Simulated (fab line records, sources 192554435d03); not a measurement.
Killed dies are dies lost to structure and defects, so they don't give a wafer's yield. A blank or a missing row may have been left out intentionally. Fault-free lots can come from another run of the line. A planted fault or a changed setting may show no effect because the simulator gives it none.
Chamber matching / flow n5Finfet / 3 sister chambers for N5_BEOL_M10_DEP_56 on pecvd-01
The step deposits SiCN from 3MS/NH3, target thk 15 nm, time 26.5 s. 14 wafers are shown with their chamber, then 7 later ones without.

== WAFERS WITH THEIR CHAMBER ==
wafer=L515.1; chamber=1; throttleValvePct (%)=9.4; showerheadPlenumPTorr (Torr)=3.676
wafer=L515.5; chamber=2; throttleValvePct (%)=8.8; showerheadPlenumPTorr (Torr)=3.660
wafer=L515.6; chamber=0; throttleValvePct (%)=8.7; showerheadPlenumPTorr (Torr)=3.663
wafer=L514.1; chamber=0; throttleValvePct (%)=8.8; showerheadPlenumPTorr (Torr)=3.667
wafer=L514.3; chamber=1; throttleValvePct (%)=9.0; showerheadPlenumPTorr (Torr)=3.672
wafer=L514.4; chamber=0; throttleValvePct (%)=8.6; showerheadPlenumPTorr (Torr)=3.671
wafer=L516.3; chamber=1; throttleValvePct (%)=9.3; showerheadPlenumPTorr (Torr)=3.679
wafer=L516.4; chamber=1; throttleValvePct (%)=9.1; showerheadPlenumPTorr (Torr)=3.670
wafer=L516.6; chamber=2; throttleValvePct (%)=8.8; showerheadPlenumPTorr (Torr)=3.661
wafer=L517.2; chamber=2; throttleValvePct (%)=8.8; showerheadPlenumPTorr (Torr)=3.664
wafer=L517.3; chamber=0; throttleValvePct (%)=8.8; showerheadPlenumPTorr (Torr)=3.652
wafer=L517.4; chamber=2; throttleValvePct (%)=8.8; showerheadPlenumPTorr (Torr)=3.662
wafer=L523.1; chamber=0; throttleValvePct (%)=8.6; showerheadPlenumPTorr (Torr)=3.659
wafer=L523.4; chamber=1; throttleValvePct (%)=9.3; showerheadPlenumPTorr (Torr)=3.679

SIGNATURES, as means of the wafers listed above
reading=throttleValvePct; chamber 0=8.700; chamber 1=9.220; chamber 2=8.800; scatter within a chamber=0.116
reading=showerheadPlenumPTorr; chamber 0=3.66240; chamber 1=3.67520; chamber 2=3.66175; scatter within a chamber=0.00514
Rule: a wafer's distance from a chamber is the root of the sum, over the readings, of the square of ((its reading less the chamber's mean) divided by the reading's scatter). If the next closest chamber is less than 2 further off than the closest, the wafer can't be placed; otherwise it belongs to the closest. How the scatter is found: for the shown wafers, subtract from each reading the mean of its chamber, square and add these, divide the total by (wafers less chambers), then take the root.

== WAFERS MISSING THEIR CHAMBER ==
wafer=L523.6; throttleValvePct (%)=8.8; showerheadPlenumPTorr (Torr)=3.667
wafer=L527.1; throttleValvePct (%)=9.4; showerheadPlenumPTorr (Torr)=3.674
wafer=L527.2; throttleValvePct (%)=8.6; showerheadPlenumPTorr (Torr)=3.664
wafer=L527.4; throttleValvePct (%)=8.9; showerheadPlenumPTorr (Torr)=3.669
wafer=L533.2; throttleValvePct (%)=8.8; showerheadPlenumPTorr (Torr)=3.658
wafer=L533.3; throttleValvePct (%)=8.6; showerheadPlenumPTorr (Torr)=3.665
wafer=L533.6; throttleValvePct (%)=8.7; showerheadPlenumPTorr (Torr)=3.676

== WHICH CHAMBER EACH ONE RAN IN ==
wafer=L523.6; from the rows above=can't be placed: 2 or 0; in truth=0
wafer=L527.1; from the rows above=1; in truth=1
wafer=L527.2; from the rows above=can't be placed: 0 or 2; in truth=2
wafer=L527.4; from the rows above=can't be placed: 2 or 0 or 1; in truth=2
wafer=L533.2; from the rows above=can't be placed: 2 or 0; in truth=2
wafer=L533.3; from the rows above=can't be placed: 0 or 2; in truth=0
wafer=L533.6; from the rows above=can't be placed: 0 or 2 or 1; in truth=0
Placed correctly: 1 of 7. Unplaceable from these rows: 6, with the true chamber sitting among the candidates in 6. Placed wrongly: 0.
